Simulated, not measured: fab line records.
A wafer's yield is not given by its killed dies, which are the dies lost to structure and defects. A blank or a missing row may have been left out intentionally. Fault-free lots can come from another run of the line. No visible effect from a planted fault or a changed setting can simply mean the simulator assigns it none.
Chamber matching -- flow n5_finfet -- ald_metal-04 running N5_BEOL_M3_ALD_84: 4 sister chambers
The step deposits TaN, pulse time 2 s, purge time 3 s, co reactant purge time 2 s. 4 wafers are shown with their chamber, then 9 later ones without.

WAFERS WITH THEIR CHAMBER
wafer,chamber,heater_power_w (W)
L085.6,3,353
L088.1,2,471
L088.4,1,443
L088.5,0,472

WAFERS MISSING THEIR CHAMBER
wafer,heater_power_w (W)
L093.2,457
L093.4,367
L093.6,449
L094.4,456
L094.5,474
L094.6,360
L096.1,463
L096.3,446
L096.4,363

WHICH CHAMBER EACH WENT THROUGH
wafer,from the rows above,in truth
L093.2,can't be placed: 1 or 2 or 0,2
L093.4,3,3
L093.6,can't be placed: 1 or 2 or 0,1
L094.4,can't be placed: 1 or 2 or 0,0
L094.5,can't be placed: 0 or 2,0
L094.6,3,3
L096.1,can't be placed: 2 or 0 or 1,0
L096.3,1,1
L096.4,3,3
4 of 9 placed correctly. Not placeable from these rows: 5 (in 5, the candidates include the true chamber). Wrongly placed: 0.
How it was worked out, from the rows above alone: a wafer's distance from a chamber is the root of the sum, over the readings, of the square of ((its reading less the chamber's mean) divided by the reading's scatter). The wafer belongs to the nearest chamber; if the next one is less than 2 further off, it can't be placed. The mean given for a chamber averages the wafers shown for that chamber. The scatter: root of mean squared gap, hidden wafer to nearest shown wafer, with one shown wafer a chamber.
